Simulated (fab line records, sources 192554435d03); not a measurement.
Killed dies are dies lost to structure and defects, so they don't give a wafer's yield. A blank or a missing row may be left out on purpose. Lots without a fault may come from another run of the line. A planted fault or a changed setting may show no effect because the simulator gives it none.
A struck lot beside a sound one | flow n5_finfet | 37 steps out of a route of 1938
Sound: wafers L203.1, L203.3, L203.5. Struck: wafer L210.1. (L210.5, L210.6 of the same lot were not struck and are left out.) The cause comes at the end.
At each step with rows: each side's tool, then ch and its chambers, then its first start. Under that, the readings that differ: sound wafers | struck wafers | difference of the means | sigmas: that difference in standard deviations of wafers without a fault.
alike: readings whose means differ by less than 2 such deviations, and words and numbers that are the same on both sides. not compared: withheld readings, readings that some wafer has no value for, bounds like >300 that may hide the same value, and numbers for which the record gives no deviation and whose values overlap.
The two part at a step that has a row with sigmas, a row that says differs or no value, or rows on one side only. Numbers that don't overlap but have no deviation are shown without sigmas and don't part them. A reading that every wafer of one side lacks parts them only if that side has two wafers or more.

first, 9 steps without rows for these wafers: N5_BEOL_M4_ANNEAL_95 (time 240 s); N5_BEOL_M4_SPUTTER_96 (material Cu, target thk 4.5 nm, time 8.29 s); N5_BEOL_M4_ECD_50 (material Cu, target thk 300 nm); N5_BEOL_M4_ANNEAL_51 (time 90 s); N5_BEOL_M4_CMP_52 (polishes, stops on SiOC, t overpolish 6.8 s, target thk 40 nm); N5_BEOL_M4_PRE_CLEAN_60 (time 15 s); N5_BEOL_M4_CO_CAP_55 (material Co, precursor CCTBA/H2, target thk 2 nm, time 102.1 s); N5_BEOL_M4_PRE_CLEAN_56 (time 15 s); N5_BEOL_M4_DEP_57 (deposits SiCN from 3MS/NH3, target thk 8 nm, time 14 s).
N5_BEOL_M4_RC_MEAS_101:
  sound on prober-02 ch 0, day 9 19:11; struck on prober-02 ch 0, day 11 23:04
  alike: DIBL_N, DIBL_P, IOFF_N, IOFF_P, ION_N, ION_P, SS_N, SS_P, VT_N, VT_P
then, 24 steps without rows for these wafers: N5_BEOL_M5_ILD_DEP_00 (deposits SiCOH lowk from DEMS/porogen, target thk 140.64 nm, time 25.9 s); N5_BEOL_M5_CURE_79 (cures SiCOH lowk, time 240 s); N5_BEOL_M5_PECVD_70 (deposits SiO2 from TEOS/O2, target thk 16 nm, time 18 s); N5_BEOL_M5_HM_DEP_02 (deposits TiN, target thk 20 nm); N5_BEOL_M5_COAT_59 (time 60 s, resist thk 60 nm); N5_BEOL_M5_COAT_60 (time 60 s, resist thk 12 nm); N5_BEOL_M5_COAT_71 (time 60 s, resist thk 5 nm); N5_BEOL_M5_COAT_05 (resist thk 30 nm); N5_BEOL_M5_EBR_07; N5_BEOL_M5_SOFTBAKE_06 (time 60 s); N5_BEOL_M5_EXPOSE_08 (exposes mask M5, target cd 28 nm); N5_BEOL_M5_PEB_09 (peb time 60 s); N5_BEOL_M5_DEVELOP_10 (develop time 30 s); N5_BEOL_M5_DESCUM_16 (chemistry O2, time 7 s); N5_BEOL_M5_ETCH_72 (etches underlayer in N2/H2, target depth 6.5 nm, time 5.2 s); N5_BEOL_M5_ETCH_61 (etches SiARC in CF4, target depth 15.6 nm, time 26 s); N5_BEOL_M5_ETCH_62 (etches SOC in N2/H2, target depth 75 nm, overetch 15 nm, time 112.5 s); N5_BEOL_M5_STRIP_63 (strips in N2/H2); N5_BEOL_M5_STRIP_73 (strips in N2/H2); N5_BEOL_M5_STRIP_64 (strips in CF4); N5_BEOL_M5_HM_OPEN_17 (chemistry Cl2/BCl3, target TiN, target depth 20 nm, overetch 6 nm); N5_BEOL_M5_STRIP_19 (strips in O2); N5_BEOL_M5_COAT_65 (time 60 s, resist thk 60 nm); N5_BEOL_M5_COAT_66 (time 60 s, resist thk 12 nm).
N5_BEOL_M7_ALD_77: deposits TaN, target thk 2 nm, pulse time 2 s, purge time 3 s.
  sound on ald_metal-02 ch 0,2,3, day 11 14:08; struck on ald_metal-02 ch 1, day 13 01:26
  reading                                 | sound    | struck | difference | sigmas
  ald_cycles                              | 40 40 40 | 28     | -12        |
  model.TaN_of_BEOL_M7_ALD_77.thk_nm (nm) | 2 2 2    | 1.4    | -0.6       |
  alike: heater_power_w
-- the record jumps here: 3 days lie between the struck wafers' starts before and after (it left off in module BEOL_M7 and takes up again in module BEOL_M15, whose first step shown is number 1830 of the route) --
N5_BEOL_M15_RC_MEAS_101:
  sound on prober-02 ch 0, day 14 06:10; struck on prober-01 ch 0, day 15 14:30
  reading                | sound                   | struck  | difference | sigmas
  COMB_M13 (S/m)         | 4.9e-12 2e-12 3.1e-12   | 6.9e-12 | +3.6e-12   | +2
  COMB_M7 (S/m)          | 2.3e-11 1.9e-11 2.9e-11 | 7.3e-11 | +4.9e-11   | +9
  COMB_M7_max_site (S/m) | 2.7e-11 3e-11 3.9e-11   | 1.3e-10 | +9.8e-11   | +10
  SERP_M14 (ohm/um)      | 0.156 0.153 0.155       | 0.162   | +0.007     | +2
  SERP_M7 (ohm/um)       | 14.5 14.7 14.0          | 13.1    | -1.3       | -2
  alike: COMB_M10, COMB_M11, COMB_M11_max_site, COMB_M12, COMB_M14, COMB_M15, COMB_M5, COMB_M5_max_site, COMB_M6, COMB_M8, COMB_M9, SERP_M10, SERP_M11, SERP_M11_max_site, SERP_M12, SERP_M13, SERP_M5, SERP_M6, SERP_M8, SERP_M9
N5_PASSIVATION_PROBE_49:
  sound on prober-01, day 14 20:52; struck on prober-02, day 16 10:04
  reading                | sound | struck | difference | sigmas
  sort_bin_4_leakage (%) | 0 0 0 | 0.17   | +0.17      |
  alike: defect_limited_yield, killed_at_M0_to_M3, killed_at_M4_up, killed_at_contacts, killed_at_front_end, killed_at_other, killed_dies, killed_open, killed_short, sort_bin_5_function, sort_bin_6_memory, sort_n_pass, sort_yield_pct

WHERE THEY PART
Only at N5_BEOL_M15_RC_MEAS_101, within this record. Later steps at which nothing parts them and some readings are alike: N5_PASSIVATION_PROBE_49.

WHY: what the simulator had put in
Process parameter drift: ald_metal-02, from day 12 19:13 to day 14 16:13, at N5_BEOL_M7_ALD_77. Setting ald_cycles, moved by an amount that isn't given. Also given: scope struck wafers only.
